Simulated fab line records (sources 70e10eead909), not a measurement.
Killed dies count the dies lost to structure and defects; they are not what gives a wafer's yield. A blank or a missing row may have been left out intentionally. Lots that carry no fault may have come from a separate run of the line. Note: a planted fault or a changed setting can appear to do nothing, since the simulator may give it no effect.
8D (eight disciplines) problem report, filled in by code / flow nand-harc / the parts of the form that need people (team, actions taken, sign-off) are left out

== 1. PROBLEM STATEMENT ==
killed-at-other at NHARC_END_SORT_01 reads a mean of 39.7 on 3 wafers of 2 lots; wafers without a fault read 0.5 with a standard deviation of 0.89. That puts it +44 standard deviations away from the usual mean.
Seen first at day 21 07:49 on prober-02, wafer L278.3. The record holds 19 wafers of 7 lots with a number at this step. By rule, "out" or "out of limits" means more than 4 standard deviations away from the usual mean. The rest of the wafers with a number are treated as sound.

== 2. WHAT THIS IS AND IS NOT ==
question=which readings at this step | is=killed-at-other, sort_bin_3_pct, sort-rim-yield-pct | is not=killed-at-array, killed-at-periphery, killed-open, killed-short
question=which lots | is=L278, L281 | is not=L273, L274, L276, L277, L279
question=which wafers of those lots | is=L278.3, L278.5, L281.1 | is not=L278.2, L281.3, L281.4
question=read on which gauges | is=prober-01, prober-02 | is not=-
question=when | is=from day 21 07:49 | is not=up to then (11 sound wafers); but 5 sound wafers of L279, L281 came after

== 3. THE SUSPECTS, EACH WITH WHAT RULES IT OUT ==
Counting: if a tool at a process step up to the reading ran every lot that is out, it stays a suspect. Sound lots after the first of them don't rule it out here, since some wafers of a struck lot are sound.
- the gauge at NHARC_END_SORT_01 has been ruled out. The wafers that are out were read on 2 gauges (prober-01, prober-02).
- rie-si-06 at NHARC_THIN_TSV_ETCH_15 (target depth 3000 nm, bosch target overetch cycles 2, bosch etch step 2.8 s): kept. Ran every lot that is out, first one L278 (day 20 15:01); last sound lot up to then L277 (day 20 07:46).
- rie-si-06, NHARC_THIN_TSV_ETCH_15: wafers that are out in chamber 0, sound lot-mates in chambers 1, 2.
After counting, what remains is rie-si-06 at NHARC_THIN_TSV_ETCH_15.

== 4. THE CAUSE (what the simulator had put in) ==
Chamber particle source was rie-si-06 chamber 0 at NHARC_THIN_TSV_ETCH_15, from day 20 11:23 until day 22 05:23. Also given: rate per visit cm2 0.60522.
Counting left only this tool.

== 5. SEQUENCE OF EFFECTS, ordered by route ==
Each row: a reading where the mean over the struck wafers with a number is more than 3 standard deviations away from the usual. Readings are gone through only where the record gives a usual standard deviation; hours: the median, over the lots, of the time from a lot's start at the first step in this table giving one to that lot's start at this step; sigmas: the change measured in usual standard deviations.
hours=0; step=NHARC_END_SORT_01; reading=defect-limited-yield; usual=95.2 %; on struck wafers=88.7; change=-6.5; sigmas=-4.0
hours=0; step=NHARC_END_SORT_01; reading=killed-at-other; usual=0.5; on struck wafers=39.7; change=+39.2; sigmas=+44
hours=0; step=NHARC_END_SORT_01; reading=killed-dies; usual=32; on struck wafers=76; change=+44; sigmas=+4.0
hours=0; step=NHARC_END_SORT_01; reading=sort_bin_2_pct; usual=1.5 %; on struck wafers=4.3; change=+2.8; sigmas=+3.9
hours=0; step=NHARC_END_SORT_01; reading=sort_bin_3_pct; usual=0.30 %; on struck wafers=1.97; change=+1.67; sigmas=+7.6
hours=0; step=NHARC_END_SORT_01; reading=sort-n-pass; usual=645; on struck wafers=601; change=-44; sigmas=-4.0
hours=0; step=NHARC_END_SORT_01; reading=sort-rim-yield-pct; usual=97.3 %; on struck wafers=83.7; change=-13.6; sigmas=-7.6
hours=0; step=NHARC_END_SORT_01; reading=sort-yield-pct; usual=95.2 %; on struck wafers=88.7; change=-6.5; sigmas=-4.0

== 6. HOW IT WOULD HAVE BEEN CAUGHT EARLIER ==
Counted from the fault's start at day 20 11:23, it took 20 hours until the first out-of-limits reading at a measuring or inspecting step in this record, taken at day 21 07:49.
Tool readings at NHARC_THIN_TSV_ETCH_15 with a usual standard deviation given in the record: none out on any struck wafer, hence no alarm at a limit of 4 standard deviations on them.
Of the lots that are out (2), L281 began NHARC_THIN_TSV_ETCH_15 on rie-si-06 after day 21 07:49. Putting the tool on hold at that point would have spared it.
